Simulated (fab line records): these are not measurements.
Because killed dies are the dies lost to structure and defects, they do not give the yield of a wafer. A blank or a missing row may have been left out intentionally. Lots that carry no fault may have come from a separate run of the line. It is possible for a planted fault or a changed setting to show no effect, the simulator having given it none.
The same fault as seen by 3 desks | flow n5-finfet | numbers are kept per desk, each desk with only its own; the story behind them comes last

## THE METROLOGY DESK
Means of the sampled wafers that have a number, per lot and without regard to the tool the lot ran on: this is what the gauges read. The brackets show how far a lot's mean lies from the usual mean; more than 4 standard deviations puts the lot out of limits, marked OUT.
Columns: A = thk-nm at N5_FIN_SAQP_THK_MEAS_05, usual 38.1 nm; B = thk-nm at N5_FIN_SAQP_THK_MEAS_07, usual 59.9 nm; C = cd-nm at N5_FIN_SAQP_CD_MEAS_16, usual 35.61 nm; D = FIN_CORE_OVL at N5_FIN_SAQP_OVL_MEAS_17, usual -0.3 nm
lot  | first seen here | A    | B    | C     | D
L868 | day 1 21:07     | 37.9 | 60.1 | 35.87 | -0.2
L872 | day 2 21:03     | 38.0 | 59.7 | 35.75 | -0.4
L875 | day 3 15:35     | 37.9 | 58.4 | 35.25 | -0.4
L878 | day 4 09:12     | 37.8 | 59.8 | 35.84 | -0.6
L881 | day 5 03:43     | 38.4 | 59.8 | 35.61 | -1.2
L885 | day 6 02:58     | 38.1 | 60.0 | 35.51 | -1.1
L887 | day 6 14:57     | 38.7 | 60.2 | 35.84 | -0.3
Finding of this desk: none of the 7 lots has anything out of limits.

## TOOL OWNER'S DESK, pecvd-04
The tool's own readings at N5_FIN_SAQP_HM_DEP_72 (deposits SiO2 from SiH4/N2O, target thk 12 nm, time 7.2 s): means of the sampled wafers that have a number, for each lot that ran on this tool. The brackets show how far a lot's mean lies from the usual mean; more than 4 standard deviations puts the lot out of limits, marked OUT.
Columns: A = heater-power-w at N5_FIN_SAQP_HM_DEP_72, usual 742 W; B = showerhead-plenum-p-Torr at N5_FIN_SAQP_HM_DEP_72, usual 8.10 Torr
lot  | first seen here | A   | B
L868 | day 1 21:25     | 774 | 8.11
L875 | day 3 15:50     | 764 | 8.23
L878 | day 4 09:27     | 749 | 8.10
L881 | day 5 03:58     | 781 | 8.09
Finding of this desk: none of the 4 lots has anything out of limits.

## THE DEFECT DESK
Lot by lot, what the route's inspections counted, given as the mean of those sampled wafers with a number. The brackets show how far a lot's mean lies from the usual mean; more than 4 standard deviations puts the lot out of limits, marked OUT.
Columns: A = raw-defect-count at N5_FIN_SAQP_INSPECT_18, usual 421
lot  | first seen here | A
L868 | day 1 21:56     | 375
L872 | day 2 21:52     | 397
L875 | day 3 16:20     | 238
L878 | day 4 09:58     | 642
L881 | day 5 04:28     | 301
L885 | day 6 03:43     | 285
L887 | day 6 15:36     | 424
Finding of this desk: none of the 7 lots has anything out of limits.

## ALL TOGETHER
From the metrology desk's view, nothing was out of limits.
Nothing out of limits was seen by the tool owner's desk.
Nothing out of limits was seen by the defect desk.

## WHAT THE SIMULATOR HAD INSERTED
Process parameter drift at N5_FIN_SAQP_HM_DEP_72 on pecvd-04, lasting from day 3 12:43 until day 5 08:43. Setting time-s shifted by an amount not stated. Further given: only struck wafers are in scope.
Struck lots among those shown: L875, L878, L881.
